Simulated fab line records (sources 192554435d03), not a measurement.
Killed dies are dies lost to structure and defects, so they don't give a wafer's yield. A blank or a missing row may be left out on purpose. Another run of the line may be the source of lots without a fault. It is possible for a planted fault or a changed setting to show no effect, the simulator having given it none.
Split-lot experiment || flow n5 finfet || route with 1938 steps; 7 lots, 21 wafers read

## SPLIT DETAILS
At N5_MOL_CONTACT_COAG_COAT_02 (resist thk 30 nm), the setting spin rpm was moved away from the recipe's 1500 rpm on 7 of the 21 wafers read, by -6.2% to +5.5%. The other wafers ran this setting at the recipe's value.

## FROM THE SPLIT TO THE READING: what the file shows between them, 6 steps
- N5_MOL_CONTACT_COAG_EBR_04
- N5_MOL_CONTACT_COAG_SOFTBAKE_03: time 60 s
- N5_MOL_CONTACT_COAG_EXPOSE_05: exposes mask CA, defocus 0 nm
- N5_MOL_CONTACT_COAG_PEB_06: peb time 60 s
- N5_MOL_CONTACT_COAG_DEVELOP_07: develop time 30 s
- N5_MOL_CONTACT_COAG_DESCUM_13: chemistry O2, time 7 s

## THE READING
CAR-EUV_of_MOL_CONTACT_COAG_COAT_02.thk nm (the simulator's own value, which no gauge read), in nm, at N5_MOL_CONTACT_COAG_ETCH_59 (etches underlayer in N2/H2, target depth 13 nm, time 10.4 s). No usual value for it is given in the file. Across the 14 wafers here that went through the recipe, the average is 14.7 nm and the standard deviation 0.12 nm.

{"wafer": "L074.1", "tool, chamber at the split": "litho track-01, 0", "spin rpm as run, rpm": 1583, "against the recipe": "+5.5%", "CAR-EUV_of_MOL_CONTACT_COAG_COAT_02.thk nm, nm": 13.8, "against lot-mates on the recipe": -0.8}
{"wafer": "L074.2", "tool, chamber at the split": "litho track-01, 0", "spin rpm as run, rpm": 1583, "against the recipe": "+5.5%", "CAR-EUV_of_MOL_CONTACT_COAG_COAT_02.thk nm, nm": 13.8, "against lot-mates on the recipe": -0.8}
{"wafer": "L074.4", "tool, chamber at the split": "litho track-01, 0", "spin rpm as run, rpm": 1500, "against the recipe": "recipe", "CAR-EUV_of_MOL_CONTACT_COAG_COAT_02.thk nm, nm": 14.6, "against lot-mates on the recipe": "-"}
{"wafer": "L077.1", "tool, chamber at the split": "litho track-01, 0", "spin rpm as run, rpm": 1500, "against the recipe": "recipe", "CAR-EUV_of_MOL_CONTACT_COAG_COAT_02.thk nm, nm": 14.8, "against lot-mates on the recipe": "-"}
{"wafer": "L077.5", "tool, chamber at the split": "litho track-01, 0", "spin rpm as run, rpm": 1435, "against the recipe": "-4.3%", "CAR-EUV_of_MOL_CONTACT_COAG_COAT_02.thk nm, nm": 15.4, "against lot-mates on the recipe": "+0.6"}
{"wafer": "L077.6", "tool, chamber at the split": "litho track-01, 0", "spin rpm as run, rpm": 1435, "against the recipe": "-4.3%", "CAR-EUV_of_MOL_CONTACT_COAG_COAT_02.thk nm, nm": 15.2, "against lot-mates on the recipe": "+0.4"}
{"wafer": "L079.1", "tool, chamber at the split": "litho track-01, 0", "spin rpm as run, rpm": 1500, "against the recipe": "recipe", "CAR-EUV_of_MOL_CONTACT_COAG_COAT_02.thk nm, nm": 14.6, "against lot-mates on the recipe": "-"}
{"wafer": "L079.2", "tool, chamber at the split": "litho track-01, 0", "spin rpm as run, rpm": 1500, "against the recipe": "recipe", "CAR-EUV_of_MOL_CONTACT_COAG_COAT_02.thk nm, nm": 14.8, "against lot-mates on the recipe": "-"}
{"wafer": "L079.3", "tool, chamber at the split": "litho track-01, 0", "spin rpm as run, rpm": 1407, "against the recipe": "-6.2%", "CAR-EUV_of_MOL_CONTACT_COAG_COAT_02.thk nm, nm": 15.8, "against lot-mates on the recipe": "+1.1"}
{"wafer": "L080.1", "tool, chamber at the split": "litho track-05, 0", "spin rpm as run, rpm": 1500, "against the recipe": "recipe", "CAR-EUV_of_MOL_CONTACT_COAG_COAT_02.thk nm, nm": 14.8, "against lot-mates on the recipe": "-"}
{"wafer": "L080.4", "tool, chamber at the split": "litho track-05, 0", "spin rpm as run, rpm": 1500, "against the recipe": "recipe", "CAR-EUV_of_MOL_CONTACT_COAG_COAT_02.thk nm, nm": 14.8, "against lot-mates on the recipe": "-"}
{"wafer": "L080.6", "tool, chamber at the split": "litho track-05, 0", "spin rpm as run, rpm": 1500, "against the recipe": "recipe", "CAR-EUV_of_MOL_CONTACT_COAG_COAT_02.thk nm, nm": 14.8, "against lot-mates on the recipe": "-"}
{"wafer": "L084.2", "tool, chamber at the split": "litho track-05, 0", "spin rpm as run, rpm": 1500, "against the recipe": "recipe", "CAR-EUV_of_MOL_CONTACT_COAG_COAT_02.thk nm, nm": 14.6, "against lot-mates on the recipe": "-"}
{"wafer": "L084.3", "tool, chamber at the split": "litho track-05, 0", "spin rpm as run, rpm": 1500, "against the recipe": "recipe", "CAR-EUV_of_MOL_CONTACT_COAG_COAT_02.thk nm, nm": 14.6, "against lot-mates on the recipe": "-"}
{"wafer": "L084.6", "tool, chamber at the split": "litho track-05, 0", "spin rpm as run, rpm": 1500, "against the recipe": "recipe", "CAR-EUV_of_MOL_CONTACT_COAG_COAT_02.thk nm, nm": 14.4, "against lot-mates on the recipe": "-"}
{"wafer": "L090.2", "tool, chamber at the split": "litho track-02, 0", "spin rpm as run, rpm": 1500, "against the recipe": "recipe", "CAR-EUV_of_MOL_CONTACT_COAG_COAT_02.thk nm, nm": 14.8, "against lot-mates on the recipe": "-"}
{"wafer": "L090.4", "tool, chamber at the split": "litho track-02, 0", "spin rpm as run, rpm": 1438, "against the recipe": "-4.1%", "CAR-EUV_of_MOL_CONTACT_COAG_COAT_02.thk nm, nm": 15.2, "against lot-mates on the recipe": "+0.4"}
{"wafer": "L090.5", "tool, chamber at the split": "litho track-02, 0", "spin rpm as run, rpm": 1438, "against the recipe": "-4.1%", "CAR-EUV_of_MOL_CONTACT_COAG_COAT_02.thk nm, nm": 15.4, "against lot-mates on the recipe": "+0.6"}
{"wafer": "L092.1", "tool, chamber at the split": "litho track-01, 0", "spin rpm as run, rpm": 1500, "against the recipe": "recipe", "CAR-EUV_of_MOL_CONTACT_COAG_COAT_02.thk nm, nm": 14.6, "against lot-mates on the recipe": "-"}
{"wafer": "L092.2", "tool, chamber at the split": "litho track-01, 0", "spin rpm as run, rpm": 1500, "against the recipe": "recipe", "CAR-EUV_of_MOL_CONTACT_COAG_COAT_02.thk nm, nm": 14.6, "against lot-mates on the recipe": "-"}
{"wafer": "L092.3", "tool, chamber at the split": "litho track-01, 0", "spin rpm as run, rpm": 1500, "against the recipe": "recipe", "CAR-EUV_of_MOL_CONTACT_COAG_COAT_02.thk nm, nm": 14.8, "against lot-mates on the recipe": "-"}

FIT RESULTS
A straight line over all 21 wafers: CAR-EUV_of_MOL_CONTACT_COAG_COAT_02.thk nm changes by -0.159 nm for each +1% of spin rpm; r = -0.97; the points scatter about the line by 0.12 nm.
The same after taking each lot's own level away (the mean of its wafers on the recipe; 21 wafers): -0.142 nm for each +1%; r = -0.97; scatter 0.1 nm.
The reading moves by 0.88 nm for the largest change in spin rpm, on that fit.
From 14.53 to 14.80 nm: that is the span of the lots' own levels, equal to 2.1 times the standard deviation above.
So the slope is not independent of the lot-to-lot level: the two fits are not the same.
Check: for one of the wafers moved furthest among these (-6.2%), held out of the fit, the line's prediction against its lot-mates is +0.794 nm. It came out at +1.1 nm against them.

## THE WHOLE CHAIN: every reading that the file lists as answering this split, in the file's order
{"step": "N5_MOL_CONTACT_COAG_COAT_02", "what it does": "resist thk 30 nm", "reading": "CAR-EUV_of_MOL_CONTACT_COAG_COAT_02.thk nm (the simulator's own value, which no gauge read)", "change (the file's fit)": "-0.178 nm for each +1% of the setting", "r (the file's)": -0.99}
{"step": "N5_MOL_CONTACT_COAG_DEVELOP_07", "what it does": "develop time 30 s", "reading": "CAR-EUV_of_MOL_CONTACT_COAG_COAT_02.thk nm (the simulator's own value, which no gauge read)", "change (the file's fit)": "-0.144 nm for each +1% of the setting", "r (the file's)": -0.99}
{"step": "N5_MOL_CONTACT_COAG_DESCUM_13", "what it does": "chemistry O2, time 7 s", "reading": "CAR-EUV_of_MOL_CONTACT_COAG_COAT_02.thk nm (the simulator's own value, which no gauge read)", "change (the file's fit)": "-0.163 nm for each +1% of the setting", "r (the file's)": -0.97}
{"step": "N5_MOL_CONTACT_COAG_ETCH_59", "what it does": "etches underlayer in N2/H2, target depth 13 nm, time 10.4 s", "reading": "CAR-EUV_of_MOL_CONTACT_COAG_COAT_02.thk nm (the simulator's own value, which no gauge read)", "change (the file's fit)": "-0.148 nm for each +1% of the setting", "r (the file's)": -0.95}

## THE FILE'S OWN FIT
CAR-EUV_of_MOL_CONTACT_COAG_COAT_02.thk nm changes by -0.148 nm for each +1% of spin rpm, r = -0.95.
